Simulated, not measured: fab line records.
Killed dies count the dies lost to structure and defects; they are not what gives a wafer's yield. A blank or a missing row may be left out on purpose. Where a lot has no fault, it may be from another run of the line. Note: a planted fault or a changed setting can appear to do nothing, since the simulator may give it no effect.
fab line records	flow n5Finfet
record: lots: 7	wafers: 21
route steps=1938 shown BEOL_M0_SAQP@636 BEOL_M0_CUTY@705 BEOL_M0@715 BEOL_M2@870 BEOL_M3@931
startH: the number of hours between the record's first day and the start of the first shown wafer of the lot	waitH: time in hours since the lot's previous step	" same as the row above	L1.1+2: a single row standing in for several wafers	- value missing, or start not given	* or withheld: withheld	< > ~ a bound
route shown NAME@n: NAME is a module with steps in the file, n the number in the route of the first one	usual: average and standard deviation across the fault-free wafers	same: alike in all rows	chamber/n: place in a boat	sites: the reading at each site	_std_site: their standard deviation	_edge_site: mean of outer sites minus mean of inner sites	radiusMm: for every site, how far away it sits from the centre of the wafer	mask NAME#n: copy n	behind: the tool/chamber that last shaped the wafer	hold: cause of the lot's hold/its duration in hours/its outcome	device: which transistor (n, p or np) failed to switch	end of line: the tests these same wafers got at the end of their route	for a step that has no rows: nothing shown but its recipe	killed: dies that structure and defects cost at the first sort, which is not the same as the wafer's yield	map: per-die view of a wafer (x killed, . not killed, _ where there is no die)
set.NAME: setting as actually run; set.NAME@STEP: the setting as run at that earlier step	model.NAME: the simulator's own value behind a step, which no gauge read
one table per step and one row per wafer, for lots whose settings were changed on purpose
== steps ==
step: N5_BEOL_M0_SAQP_PECVD_96
recipe: material: a-Si	targetThkA: 450	tempC: 350	precursor: SiH4/He	pressureTorr: 3	rfW: 100	timeS: 45.2
lot.wafer	tool	chamber	startH	waitH	set.timeS	model.a-Si_of_BEOL_M0_SAQP_PECVD_96.thkNm
L074.2+3	pecvd-03	2,1	104.83	0.0	45.2	44.8
L074.5	"	1	"	"	39.43	39.4
L076.1	pecvd-01	1	123.28	0.0	45.2	44
L076.4	"	1	"	"	38.89	39.4
L076.6	"	0	"	"	38.89	38.8
L077.1	pecvd-03	2	124.86	0.0	49.63	49.4
L077.4	"	0	"	"	49.63	49.8
L077.6	"	2	"	"	45.2	45.8
L081.3	pecvd-01	2	147.80	0.0	45.2	44.4
L081.4	"	0	"	"	47.83	48.8
L081.5	"	1	"	"	47.83	47.8
L092.1	pecvd-01	1	221.33	0.0	45.2	44.2
L092.4+6	"	1,2	"	"	45.2	45.2
L094.2	pecvd-01	1	227.89	0.0	45.2	44.4
L094.5	"	0	"	"	45.2	44.8
L094.6	"	2	"	"	49.24	48.4
L097.1	pecvd-03	1	247.35	0.0	45.2	44.4
L097.3	"	0	"	"	45.2	45.4
L097.5	"	1	"	"	45.2	45.2
step: N5_BEOL_M0_SAQP_COAT_08
recipe: resist: CAR-ArF	spinRpm: 1500	resistThkNm: 90
lot.wafer	tool	chamber	startH	waitH	set.spinRpm	model.CAR-ArF_of_BEOL_M0_SAQP_COAT_08.thkNm
L074.2+3	lithoTrack-01	0	-	-	1500	90
L074.5	"	0	"	"	1428	92
L076.1+4+6	lithoTrack-01	0	-	-	1500	90.2
L077.1+4	lithoTrack-04	0	-	-	1564	87.6
L077.6	"	0	"	"	1500	89.4
L081.3	lithoTrack-04	0	-	-	1629	86.4
L081.4	"	0	"	"	1629	86.2
L081.5	"	0	"	"	1500	89.8
L092.1+6	lithoTrack-01	0	-	-	1339	95.6
L092.4	"	0	"	"	1500	90.2
L094.2	lithoTrack-01	0	-	-	1343	95.4
L094.5	"	0	"	"	1500	90
L094.6	"	0	"	"	1500	89.8
L097.1+3	lithoTrack-01	0	-	-	1500	90.4
L097.5	"	0	"	"	1500	90.2
step: N5_BEOL_M0_SAQP_EBR_10
recipe: solvent: PGMEA	ebrWidthMm: 1.5
step: N5_BEOL_M0_SAQP_SOFTBAKE_09
recipe: tempC: 110	timeS: 60	resist: CAR-ArF
step: N5_BEOL_M0_SAQP_EXPOSE_11
recipe: maskId: M0_CORE	na: 1.35	sourceShape: dipole	sigmaInner: 0.538	sigmaOuter: 0.738	polarization: te	targetCdNm: 42	doseMj: 55
step: N5_BEOL_M0_SAQP_PEB_12
recipe: pebTempC: withheld	pebTimeS: 60	resist: CAR-ArF
step: N5_BEOL_M0_SAQP_DEVELOP_13
recipe: developTimeS: 30	developer: TMAH	resist: CAR-ArF	devTempC: 23	rinseLiquid: diw	dry: airSpin
lot.wafer	tool	chamber	startH	waitH	set.spinRpm@BEOL_M0_SAQP_COAT_08	model.CAR-ArF_of_BEOL_M0_SAQP_COAT_08.thkNm
L074.2	lithoTrack-01	0	-	-	1500	88.2
L074.3	"	0	"	"	1500	88.4
L074.5	"	0	"	"	1428	90.4
L076.1+4	lithoTrack-04	0	-	-	1500	88.4
L076.6	"	0	"	"	1500	88.6
L077.1	lithoTrack-05	0	-	-	1564	86
L077.4	"	0	"	"	1564	85.8
L077.6	"	0	"	"	1500	87.8
L081.3	lithoTrack-01	0	-	-	1629	84.6
L081.4	"	0	"	"	1629	84.4
L081.5	"	0	"	"	1500	88.2
L092.1	lithoTrack-05	0	-	-	1339	93.8
L092.4	"	0	"	"	1500	88.4
L092.6	"	0	"	"	1339	94
L094.2	lithoTrack-05	0	-	-	1343	93.6
L094.5	"	0	"	"	1500	88.2
L094.6	"	0	"	"	1500	88
L097.1+3+5	lithoTrack-04	0	-	-	1500	88.6
step: N5_BEOL_M0_SAQP_ETCH_101
recipe: chemistry: CH3F/O2	target: SiNx	maskMaterial: SiO2	targetDepthA: 299	timeS: 42.7	pressureMtorr: 30	sourceW: 395	biasW: 73	Ar_flow_sccm: 150	CH3F_flow_sccm: 30	O2_flow_sccm: 20	ionEnergyEv: 120
step: N5_BEOL_M0_SAQP_ETCH_102
recipe: chemistry: CF4	target: SiO2	targetDepthA: 40	ionEnergyEv: 350	timeS: 4.4	pressureMtorr: 10	icpW: 800	biasW: 400	cf4FlowSccm: 80
step: N5_BEOL_M0_SAQP_MANDREL_ETCH_103
recipe: chemistry: HBr/Cl2	target: a-Si	targetDepthA: 450	btTimeS: 10	stopOn: SiCN	maskMaterial: SiO2	overEtchFrac: 0.8	timeS: 27	pressureMtorr: 10	icpW: 800	biasW: 75	HBr_flow_sccm: 150	Cl2_flow_sccm: 80	ends: endPoint
lot.wafer	tool	chamber	startH	waitH	set.timeS@BEOL_M0_SAQP_PECVD_96	model.etch.depthNm
L074.2	rieSi-03	1	107.34	0.0	45.2	44.82
L074.3	"	2	"	"	45.2	44.86
L074.5	"	0	"	"	39.43	39.49
L076.1	rieSi-03	3	125.88	0.0	45.2	43.98
L076.4	"	1	"	"	38.89	39.43
L076.6	"	3	"	"	38.89	38.89
L077.1	rieSi-03	3	127.53	0.0	49.63	49.37
L077.4	"	0	"	"	49.63	49.82
L077.6	"	1	"	"	45.2	45.72
L081.3	rieSi-04	1	150.50	0.0	45.2	44.34
L081.4	"	3	"	"	47.83	48.88
L081.5	"	1	"	"	47.83	47.78
L092.1	rieSi-04	2	225.65	0.0	45.2	44.19
L092.4	"	0	"	"	45.2	45.28
L092.6	"	0	"	"	45.2	45.11
L094.2	rieSi-03	2	230.61	0.0	45.2	44.37
L094.5	"	2	"	"	45.2	44.89
L094.6	"	3	"	"	49.24	48.43
L097.1	rieSi-04	0	249.95	0.0	45.2	44.38
L097.3	"	2	"	"	45.2	45.39
L097.5	"	3	"	"	45.2	45.21
step: N5_BEOL_M0_SAQP_RECESS_104
recipe: chemistry: HF/NH3	target: SiO2	targetDepthA: 180	afsCycles: 3	tempC: 30	sublimationTempC: 180	sublimationTimeS: 60
step: N5_BEOL_M0_SAQP_COAT_105
recipe: resist: SOC	tempC: 250	timeS: 60	spinRpm: 1500	resistThkNm: 100
step: N5_BEOL_M0_SAQP_ETCH_106
recipe: chemistry: N2/H2	target: SOC	targetDepthA: 1500	stopOn: SiNx	ionEnergyEv: 100	biasW: 61	pressureMtorr: 30	sourceW: 850	n2FlowSccm: 200	h2FlowSccm: 200
step: N5_BEOL_M0_SAQP_ETCH_107
recipe: chemistry: CH3F/O2	target: SiNx	targetDepthA: 300	maskMaterial: SOC	pressureMtorr: 30	sourceW: 395	biasW: 73	Ar_flow_sccm: 150	CH3F_flow_sccm: 30	O2_flow_sccm: 20	ionEnergyEv: 120
lot.wafer	tool	chamber	startH	waitH	set.timeS@BEOL_M0_SAQP_PECVD_96	model.a-Si_of_BEOL_M0_SAQP_PECVD_96.thkNm
L074.2+3	rieDiel-01	2,0	107.93	0.0	45.2	44.2
L074.5	"	3	"	"	39.43	39
L076.1	rieDiel-03	0	126.47	0.0	45.2	43.4
L076.4	"	3	"	"	38.89	38.8
L076.6	"	3	"	"	38.89	38.2
L077.1	rieDiel-01	2	128.17	0.0	49.63	48.8
L077.4	"	3	"	"	49.63	49.2
L077.6	"	0	"	"	45.2	45.2
L081.3	rieDiel-04	1	151.14	0.0	45.2	43.8
L081.4	"	0	"	"	47.83	48.2
L081.5	"	0	"	"	47.83	47.2
L092.1	rieDiel-03	0	226.35	0.0	45.2	43.6
L092.4+6	"	3,0	"	"	45.2	44.6
L094.2	rieDiel-03	2	231.21	0.0	45.2	43.8
L094.5	"	2	"	"	45.2	44.4
L094.6	"	3	"	"	49.24	47.8
L097.1	rieDiel-03	0	250.54	0.0	45.2	43.8
L097.3	"	3	"	"	45.2	44.8
L097.5	"	2	"	"	45.2	44.6
step: N5_BEOL_M0_CUTY_EXPOSE_54
recipe: maskId: M0_ABLK	na: 1.35	sourceShape: conventional	sigmaOuter: 0.8	polarization: unpolarized	doseMj: 36
lot.wafer	tool	chamber	startH	waitH	mask	set.doseMj
L074.2+3+5	arfiScanner-03	0	112.14	-	M0_ABLK#0	36
L076.1+4	arfiScanner-01	0	129.45	-	M0_ABLK#0	36
L076.6	"	0	"	"	M0_ABLK#0	33.59
L077.1+4+6	arfiScanner-03	0	130.95	-	M0_ABLK#0	33.77
L081.3+4+5	arfiScanner-02	0	153.81	-	M0_ABLK#0	36
L092.1	arfiScanner-01	0	229.37	-	M0_ABLK#0	36
L092.4+6	"	0	"	"	M0_ABLK#0	37.64
L094.2	arfiScanner-02	0	233.68	-	M0_ABLK#0	36
L094.5+6	"	0	"	"	M0_ABLK#0	34.01
L097.1+3+5	arfiScanner-03	0	253.11	-	M0_ABLK#0	36
step: N5_BEOL_M0_CUTY_PEB_55
recipe: pebTempC: 110	pebTimeS: 60	resist: CAR-ArF-block
step: N5_BEOL_M0_CUTY_DEVELOP_56
recipe: developTimeS: 30	developer: TMAH	resist: CAR-ArF-block	rinseLiquid: diw	dry: airSpin	devTempC: 23
step: N5_BEOL_M0_CUTY_CD_MEAS_57
recipe: targetCdNm: 200	landingEnergyEv: 500	detector: seInlens	polarity: line
usual: cdNm: 200.4/0.8
lot.wafer	tool	chamber	startH	waitH	set.doseMj@BEOL_M0_CUTY_EXPOSE_54	cdNm
L074.2	cdSem-01	0	112.26	-	36	199.5
L074.3	"	0	"	"	36	198.7
L074.5	"	0	"	"	36	198.5
L076.1	cdSem-03	0	129.58	-	36	199.3
L076.4	"	0	"	"	36	199.5
L076.6	"	0	"	"	33.59	205.3
L077.1	cdSem-03	0	131.07	-	33.77	204.4
L077.4	"	0	"	"	33.77	204.3
L077.6	"	0	"	"	33.77	204.2
L081.3	cdSem-03	0	153.93	-	36	201.8
L081.4	"	0	"	"	36	201.9
L081.5	"	0	"	"	36	202.0
L092.1	cdSem-02	0	229.49	-	36	200.1
L092.4	"	0	"	"	37.64	197.8
L092.6	"	0	"	"	37.64	197.9
L094.2	cdSem-01	0	233.80	-	36	200.3
L094.5	"	0	"	"	34.01	203.3
L094.6	"	0	"	"	34.01	203.8
L097.1	cdSem-01	0	253.23	-	36	200.9
L097.3	"	0	"	"	36	201.1
L097.5	"	0	"	"	36	200.9
step: N5_BEOL_M0_ETCH_138
recipe: chemistry: CH3F/O2	targetDepthA: 120	target: SiCN	timeS: 31.6	ionEnergyEv: 120	pressureMtorr: 30	sourceW: 395	biasW: 75	Ar_flow_sccm: 150	CH3F_flow_sccm: 30	O2_flow_sccm: 20	ends: cleared
usual: rfVppV: 297.8/1.7
lot.wafer	tool	chamber	startH	waitH	set.sourceW	rfVppV
L074.2	rieDiel-05	1	112.55	0.0	395	298.6
L074.3	"	0	"	"	395	300.3
L074.5	"	2	"	"	395	298.1
L076.1	rieDiel-06	0	129.87	0.0	431.3	286.4
L076.4	"	3	"	"	431.3	287.7
L076.6	"	0	"	"	395	294.9
L077.1	rieDiel-06	1	131.36	0.0	395	299.0
L077.4	"	1	"	"	395	298.0
L077.6	"	3	"	"	395	295.9
L081.3	rieDiel-05	0	155.20	0.0	395	300.5
L081.4	"	2	"	"	395	299.2
L081.5	"	3	"	"	395	296.2
L092.1	rieDiel-02	3	229.79	0.0	458	284.1
L092.4	"	3	"	"	395	298.7
L092.6	"	1	"	"	458	281.4
L094.2	rieDiel-05	0	234.10	0.0	353.6	310.9
L094.5	"	0	"	"	395	298.6
L094.6	"	3	"	"	395	294.2
L097.1	rieDiel-06	2	253.55	0.0	395	301.1
L097.3	"	0	"	"	395	300.2
L097.5	"	2	"	"	395	300.1
step: N5_BEOL_M2_COAT_22
recipe: resist: CAR-EUV	spinRpm: 1500	resistThkNm: 30
lot.wafer	tool	chamber	startH	waitH	set.spinRpm	model.CAR-EUV_of_BEOL_M2_COAT_22.thkNm
L074.2	lithoTrack-01	0	-	-	1544	29.6
L074.3+5	"	0	"	"	1500	30
L076.1	lithoTrack-03	0	-	-	1500	30
L076.4+6	"	0	"	"	1413	30.8
L077.1+4+6	lithoTrack-03	0	-	-	1500	30
L081.3	lithoTrack-03	0	-	-	1362	31.4
L081.4+5	"	0	"	"	1500	30
L092.1	lithoTrack-03	0	-	-	1383	31.2
L092.4	"	0	"	"	1500	30
L092.6	"	0	"	"	1383	31.4
L094.2+6	lithoTrack-03	0	-	-	1500	30
L094.5	"	0	"	"	1398	31
L097.1+3+5	lithoTrack-03	0	-	-	1500	30.2
step: N5_BEOL_M2_EXPOSE_25
recipe: maskId: V1	na: 0.33	sourceShape: quasar	sigmaInner: 0.2	sigmaOuter: 0.8	polarization: unpolarized	defocusNm: 5	doseMj: 63
lot.wafer	tool	chamber	startH	waitH	mask	set.doseMj
L074.2+3+5	euvScanner-02	0	130.68	-	V1#0	60.09
L076.1+4	euvScanner-01	0	149.02	-	V1#0	66.6
L076.6	"	0	"	"	V1#0	63
L077.1	euvScanner-02	0	149.33	-	V1#0	63
L077.4+6	"	0	"	"	V1#0	61.17
L081.3+5	euvScanner-02	0	175.98	-	V1#0	63
L081.4	"	0	"	"	V1#0	60.89
L092.1+4	euvScanner-01	0	252.28	-	V1#0	61.49
L092.6	"	0	"	"	V1#0	63
L094.2+5+6	euvScanner-02	0	252.61	-	V1#0	63
L097.1+3+5	euvScanner-01	0	269.89	-	V1#0	63
step: N5_BEOL_M2_PEB_26
recipe: pebTempC: 100	pebTimeS: 60	resist: CAR-EUV
step: N5_BEOL_M2_DEVELOP_27
recipe: developTimeS: 30	developer: TMAH	resist: CAR-EUV	rinseLiquid: surfactantRinse	dry: airSpin	devTempC: 23
lot.wafer	tool	chamber	startH	waitH	set.spinRpm@BEOL_M2_COAT_22	model.CAR-EUV_of_BEOL_M2_COAT_22.thkNm
L074.2	lithoTrack-01	0	-	-	1544	29.2
L074.3+5	"	0	"	"	1500	29.6
L076.1	lithoTrack-01	0	-	-	1500	29.6
L076.4+6	"	0	"	"	1413	30.4
L077.1+4+6	lithoTrack-03	0	-	-	1500	29.6
L081.3	lithoTrack-05	0	-	-	1362	31
L081.4+5	"	0	"	"	1500	29.4
L092.1+6	lithoTrack-05	0	-	-	1383	30.8
L092.4	"	0	"	"	1500	29.6
L094.2	lithoTrack-03	0	-	-	1500	29.6
L094.5	"	0	"	"	1398	30.6
L094.6	"	0	"	"	1500	29.4
L097.1	lithoTrack-03	0	-	-	1500	29.6
L097.3+5	"	0	"	"	1500	29.8
step: N5_BEOL_M2_DESCUM_33
recipe: chemistry: O2	timeS: 7	sourcePowerW: 50	biasPowerW: 20	pressureMtorr: 20	rfFrequencyHz: 2.712e+07	tempC: 40	resist: CAR-EUV	o2FlowSccm: 225
step: N5_BEOL_M2_ETCH_77
recipe: chemistry: N2/H2	target: underlayer	targetDepthA: 65	maskMaterial: CAR-EUV	timeS: 5.2	ionEnergyEv: 200	pressureMtorr: 30	sourceW: 840	biasW: 150	n2FlowSccm: 200	h2FlowSccm: 200	ends: cleared
lot.wafer	tool	chamber	startH	waitH	set.spinRpm@BEOL_M2_COAT_22	model.CAR-EUV_of_BEOL_M2_COAT_22.thkNm
L074.2	rieDiel-02	2	131.01	0.0	1544	19.8
L074.3+5	"	3,0	"	"	1500	20.4
L076.1	rieDiel-02	2	149.33	0.0	1500	20.2
L076.4+6	"	1,2	"	"	1413	21.2
L077.1+4+6	rieDiel-05	2,3,2	149.63	0.0	1500	20.4
L081.3	rieDiel-02	3	176.59	0.0	1362	21.8
L081.4+5	"	0	"	"	1500	20.2
L092.1+6	rieDiel-05	3,1	252.61	0.0	1383	21.6
L092.4	"	3	"	"	1500	20.4
L094.2	rieDiel-05	0	252.90	0.0	1500	20.4
L094.5	"	3	"	"	1398	21.4
L094.6	"	0	"	"	1500	20.2
L097.1+5	rieDiel-06	3	270.20	0.0	1500	20.6
L097.3	"	0	"	"	1500	20.4
step: N5_BEOL_M3_ILD_DEP_00
recipe: material: SiOC	targetThkA: 790	tempC: 350	precursor: DEMS/O2	pressureTorr: 5	rfW: 500	timeS: 15.3
lot.wafer	tool	chamber	startH	waitH	set.timeS	model.SiOC_of_BEOL_M3_ILD_DEP_00.thkNm
L074.2	pecvd-03	0	143.93	0.0	15.3	78.2
L074.3	"	2	"	"	15.3	77.2
L074.5	"	0	"	"	14.28	73.4
L076.1	pecvd-02	2	155.23	0.0	15.3	77.2
L076.4	"	1	"	"	14.32	72.6
L076.6	"	2	"	"	14.32	73.4
L077.1	pecvd-03	0	156.13	0.0	15.3	78.6
L077.4	"	0	"	"	14.7	76.8
L077.6	"	1	"	"	15.3	80.2
L081.3	pecvd-01	0	183.55	0.0	14.12	73.8
L081.4	"	2	"	"	15.3	80.6
L081.5	"	1	"	"	14.12	75
L092.1	pecvd-01	0	259.68	0.0	13.23	68
L092.4	"	1	"	"	13.23	70
L092.6	"	0	"	"	15.3	79.8
L094.2	pecvd-01	0	261.87	0.0	15.3	79
L094.5	"	1	"	"	16.57	87
L094.6	"	0	"	"	16.57	85.8
L097.1	pecvd-03	1	280.84	0.0	15.3	78
L097.3	"	0	"	"	15.3	77.2
L097.5	"	2	"	"	15.3	79.6
step: N5_BEOL_M3_THK_MEAS_01
recipe: reads: SiOC_of_BEOL_M3_ILD_DEP_00
usual: M3_ILD_THK: 79.1/1
lot.wafer	tool	chamber	startH	waitH	set.timeS@BEOL_M3_ILD_DEP_00	M3_ILD_THK[nm]
L074.2	filmMetro-02	-	144.00	0.1	15.3	78.2
L074.3	"	-	"	"	15.3	77.2
L074.5	"	-	"	"	14.28	73.5
L076.1	filmMetro-02	-	155.30	0.0	15.3	77.2
L076.4	"	-	"	"	14.32	72.6
L076.6	"	-	"	"	14.32	73.5
L077.1	filmMetro-02	-	156.19	0.0	15.3	78.7
L077.4	"	-	"	"	14.7	76.8
L077.6	"	-	"	"	15.3	80.2
L081.3	filmMetro-02	-	183.62	0.1	14.12	73.8
L081.4	"	-	"	"	15.3	80.6
L081.5	"	-	"	"	14.12	74.9
L092.1	filmMetro-01	-	259.75	0.0	13.23	68.1
L092.4	"	-	"	"	13.23	69.9
L092.6	"	-	"	"	15.3	79.9
L094.2	filmMetro-01	-	261.94	0.1	15.3	79.0
L094.5	"	-	"	"	16.57	86.9
L094.6	"	-	"	"	16.57	85.9
L097.1	filmMetro-02	-	280.90	0.0	15.3	77.9
L097.3	"	-	"	"	15.3	77.3
L097.5	"	-	"	"	15.3	79.7
step: N5_BEOL_M3_PECVD_72
recipe: material: SiO2	targetThkA: 160	tempC: 400	precursor: TEOS/O2	pressureTorr: 5.5	rfW: 450	teosFlowSccm: 53.8	gas: O2	flowSccm: 3000	timeS: 18
lot.wafer	tool	chamber	startH	waitH	set.timeS	model.SiO2_of_BEOL_M3_PECVD_72.thkNm
L074.2	pecvd-01	1	144.03	0.0	18	16
L074.3	"	2	"	"	18	15.6
L074.5	"	1	"	"	15.97	14.2
L076.1+4+6	pecvd-03	2,1,0	155.33	0.0	18	16.2
L077.1	pecvd-02	0	156.23	0.0	18	15.6
L077.4	"	2	"	"	19.47	17.6
L077.6	"	1	"	"	18	16.2
L081.3+5	pecvd-02	2	183.66	0.0	18	16
L081.4	"	0	"	"	18	15.6
L092.1	pecvd-01	0	259.79	0.0	18	16
L092.4+6	"	0,2	"	"	16.82	15.2
L094.2+5+6	pecvd-01	0,1,0	261.97	0.0	18	16
L097.1+3	pecvd-02	1,0	280.94	0.0	18	15.6
L097.5	"	0	"	"	18	15.8
step: N5_BEOL_M3_COAT_22
recipe: resist: CAR-EUV	spinRpm: 1500	resistThkNm: 30
lot.wafer	tool	chamber	startH	waitH	set.spinRpm	model.CAR-EUV_of_BEOL_M3_COAT_22.thkNm
L074.2	lithoTrack-02	0	-	-	1500	30
L074.3	"	0	"	"	1379	31.2
L074.5	"	0	"	"	1379	31.4
L076.1	lithoTrack-02	0	-	-	1500	30.2
L076.4+6	"	0	"	"	1500	30
L077.1+4	lithoTrack-02	0	-	-	1500	30
L077.6	"	0	"	"	1631	28.8
L081.3	lithoTrack-03	0	-	-	1500	30
L081.4	"	0	"	"	1602	29.2
L081.5	"	0	"	"	1602	29
L092.1+4	lithoTrack-04	0	-	-	1500	30
L092.6	"	0	"	"	1554	29.6
L094.2+5+6	lithoTrack-04	0	-	-	1500	30
L097.1+3+5	lithoTrack-02	0	-	-	1500	30
== key ==
split: step: N5_BEOL_M0_SAQP_PECVD_96	setting: timeS	stated: 45.2	by: wafer
response: step: N5_BEOL_M0_SAQP_PECVD_96	reading: model.a-Si_of_BEOL_M0_SAQP_PECVD_96.thkNm	change: +0.407	per: 1%	r: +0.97
response: step: N5_BEOL_M0_SAQP_MANDREL_ETCH_103	reading: model.etch.depthNm	change: +0.406	per: 1%	r: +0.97
response: step: N5_BEOL_M0_SAQP_ETCH_107	reading: model.a-Si_of_BEOL_M0_SAQP_PECVD_96.thkNm	change: +0.401	per: 1%	r: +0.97
split: step: N5_BEOL_M0_SAQP_COAT_08	setting: spinRpm	stated: 1500	by: wafer
response: step: N5_BEOL_M0_SAQP_COAT_08	reading: model.CAR-ArF_of_BEOL_M0_SAQP_COAT_08.thkNm	change: -0.479	per: 1%	r: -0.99
response: step: N5_BEOL_M0_SAQP_DEVELOP_13	reading: model.CAR-ArF_of_BEOL_M0_SAQP_COAT_08.thkNm	change: -0.49	per: 1%	r: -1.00
split: step: N5_BEOL_M0_CUTY_EXPOSE_54	setting: doseMj	stated: 36	by: wafer
response: step: N5_BEOL_M0_CUTY_CD_MEAS_57	reading: cdNm	change: -0.705	per: 1%	r: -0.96
split: step: N5_BEOL_M0_ETCH_138	setting: sourceW	stated: 395	by: wafer
response: step: N5_BEOL_M0_ETCH_138	reading: rfVppV	change: -1.07	per: 1%	r: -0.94
split: step: N5_BEOL_M2_COAT_22	setting: spinRpm	stated: 1500	by: wafer
response: step: N5_BEOL_M2_COAT_22	reading: model.CAR-EUV_of_BEOL_M2_COAT_22.thkNm	change: -0.152	per: 1%	r: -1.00
response: step: N5_BEOL_M2_DEVELOP_27	reading: model.CAR-EUV_of_BEOL_M2_COAT_22.thkNm	change: -0.16	per: 1%	r: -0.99
response: step: N5_BEOL_M2_ETCH_77	reading: model.CAR-EUV_of_BEOL_M2_COAT_22.thkNm	change: -0.167	per: 1%	r: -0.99
split: step: N5_BEOL_M2_EXPOSE_25	setting: doseMj	stated: 63	by: wafer
response none clear
split: step: N5_BEOL_M3_ILD_DEP_00	setting: timeS	stated: 15.3	by: wafer
response: step: N5_BEOL_M3_ILD_DEP_00	reading: model.SiOC_of_BEOL_M3_ILD_DEP_00.thkNm	change: +0.779	per: 1%	r: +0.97
response: step: N5_BEOL_M3_THK_MEAS_01	reading: M3_ILD_THK	change: +0.781	per: 1%	r: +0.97
split: step: N5_BEOL_M3_PECVD_72	setting: timeS	stated: 18	by: wafer
response: step: N5_BEOL_M3_PECVD_72	reading: model.SiO2_of_BEOL_M3_PECVD_72.thkNm	change: +0.157	per: 1%	r: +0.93
split: step: N5_BEOL_M3_COAT_22	setting: spinRpm	stated: 1500	by: wafer
response: step: N5_BEOL_M3_COAT_22	reading: model.CAR-EUV_of_BEOL_M3_COAT_22.thkNm	change: -0.142	per: 1%	r: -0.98
